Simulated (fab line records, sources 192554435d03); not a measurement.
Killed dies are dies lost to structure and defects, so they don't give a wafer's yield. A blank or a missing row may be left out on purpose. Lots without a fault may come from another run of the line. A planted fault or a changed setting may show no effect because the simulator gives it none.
Chamber matching | flow n5_finfet | N5_BEOL_M0_SAQP_SPACER1_ETCHBACK_99 on rie_diel-03: 4 sister chambers
The step etches SiO2 in CHF3/O2, target depth 15.4 nm, time 7.7 s. 16 wafers are shown with their chamber, then 8 later ones without.

WAFERS WITH THEIR CHAMBER
wafer  | chamber | showerhead_plenum_p_Torr (Torr) | rf_vpp_V (V) | throttle_valve_pct (%)
L075.2 | 2       | 2.46                            | 517          | 18.83
L075.4 | 3       | 2.34                            | 516          | 18.67
L075.5 | 2       | 2.46                            | 518          | 18.83
L077.1 | 3       | 2.34                            | 518          | 18.68
L077.4 | 3       | 2.34                            | 518          | 18.68
L077.6 | 2       | 2.46                            | 517          | 18.82
L081.1 | 2       | 2.46                            | 518          | 18.85
L081.2 | 3       | 2.34                            | 517          | 18.67
L081.4 | 0       | 2.37                            | 529          | 19.00
L084.4 | 1       | 2.48                            | 533          | 18.75
L084.5 | 1       | 2.48                            | 531          | 18.73
L084.6 | 0       | 2.36                            | 529          | 18.99
L091.1 | 2       | 2.45                            | 516          | 18.87
L091.2 | 3       | 2.33                            | 517          | 18.71
L091.3 | 1       | 2.47                            | 531          | 18.75
L093.1 | 0       | 2.36                            | 528          | 19.02

SIGNATURES (means of the wafers above)
reading                  | chamber 0 | chamber 1 | chamber 2 | chamber 3 | scatter within a chamber
showerhead_plenum_p_Torr | 2.3633    | 2.4767    | 2.4580    | 2.3380    | 0.00494
rf_vpp_V                 | 528.67    | 531.67    | 517.20    | 517.20    | 0.863
throttle_valve_pct       | 19.0033   | 18.7433   | 18.8400   | 18.6820   | 0.0169
Rule: a wafer's distance from a chamber is the root of the sum, over the readings, of the square of ((its reading less the chamber's mean) divided by the reading's scatter). The wafer belongs to the nearest chamber; if the next one is less than 2 further off, it can't be placed. The scatter: the root of (the sum of the squares of (reading less its chamber's mean) over the shown wafers, divided by (wafers less chambers)).

WAFERS WITHOUT THEIR CHAMBER
wafer  | showerhead_plenum_p_Torr (Torr) | rf_vpp_V (V) | throttle_valve_pct (%)
L093.4 | 2.47                            | 532          | 18.75
L093.5 | 2.36                            | 530          | 19.03
L094.1 | 2.47                            | 530          | 18.77
L094.5 | 2.45                            | 517          | 18.87
L094.6 | 2.47                            | 530          | 18.77
L097.3 | 2.47                            | 530          | 18.77
L097.4 | 2.35                            | 529          | 19.03
L097.5 | 2.32                            | 516          | 18.73

WHICH CHAMBER EACH WENT THROUGH
wafer  | from the rows above | in truth
L093.4 | 1                   | 1
L093.5 | 0                   | 0
L094.1 | 1                   | 1
L094.5 | 2                   | 2
L094.6 | 1                   | 1
L097.3 | 1                   | 1
L097.4 | 0                   | 0
L097.5 | 3                   | 3
Placed correctly: 8 of 8. Can't be placed from these rows: 0. Placed wrongly: 0.
